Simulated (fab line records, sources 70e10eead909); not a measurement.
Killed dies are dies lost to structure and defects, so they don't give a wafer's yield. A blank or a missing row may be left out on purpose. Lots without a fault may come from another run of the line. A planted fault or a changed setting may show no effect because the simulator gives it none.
Which tool did it? | flow nand_harc | 7 lots, 21 wafers sampled, at 2 steps of a route of 1302

WHAT THE GAUGES READ, wafer by wafer
NHARC_A_ONON_D2_THK_MEAS_11: measures by ellipsometry.
lot  | measured     | on            | thk_nm (nm)
L798 | day 12 21:47 | film_metro-02 | 1008 1008 1008
L800 | day 13 07:55 | film_metro-02 | 1007 1008 1009
L802 | day 14 15:59 | film_metro-01 | 994 991 994
L811 | day 18 09:35 | film_metro-02 | 994 1435 1438
L816 | day 20 00:35 | film_metro-01 | 1010 1010 1011
L817 | day 21 10:20 | film_metro-01 | 1001 1000 1000
L819 | day 22 09:38 | film_metro-01 | 1004 1005 1003

WHICH TOOL RAN EACH LOT (tool, then ch and the chambers of the sampled wafers, then the start)
lot  | NHARC_A_ONON_D2_DEP_09
L798 | pecvd_onon-03 ch 0, day 12 21:17
L800 | pecvd_onon-02 ch 0, day 13 07:25
L802 | pecvd_onon-03 ch 0, day 14 15:31
L811 | pecvd_onon-01 ch 0, day 18 09:04
L816 | pecvd_onon-03 ch 0, day 20 00:04
L817 | pecvd_onon-03 ch 0, day 21 09:49
L819 | pecvd_onon-03 ch 0, day 22 09:11
- NHARC_A_ONON_D2_DEP_09: target thk 1000 nm.

THE ANSWER, worked out from the rows above alone
Rule: what is usual is taken from the lots themselves. Put in order of their means at a reading, lots are off if they are a third of the lots or fewer, leave a main group of 4 or more, and stand apart from it by a gap of 3 or more times the standard deviation of the main group's means; of several such gaps the widest counts. A main group whose means are all the same, to the digits that the tables above print for the reading, isn't used. A lot without any number at a reading at which 4 lots or more have one is off too. The other lots that the step has rows for count as sound.
Off: L811, at NHARC_A_ONON_D2_THK_MEAS_11 (thk_nm). The main group: mean 1004 nm, standard deviation 5.9.
A tool fits if, at a process step before that reading, it ran every lot that is off, and no sound lot after the first of them. The gauges at NHARC_A_ONON_D2_THK_MEAS_11 are tried like those tools. Can't be told from this: 2 tools fit, pecvd_onon-01 at NHARC_A_ONON_D2_DEP_09, film_metro-02 at NHARC_A_ONON_D2_THK_MEAS_11.

WHAT THE SIMULATOR HAD PUT IN
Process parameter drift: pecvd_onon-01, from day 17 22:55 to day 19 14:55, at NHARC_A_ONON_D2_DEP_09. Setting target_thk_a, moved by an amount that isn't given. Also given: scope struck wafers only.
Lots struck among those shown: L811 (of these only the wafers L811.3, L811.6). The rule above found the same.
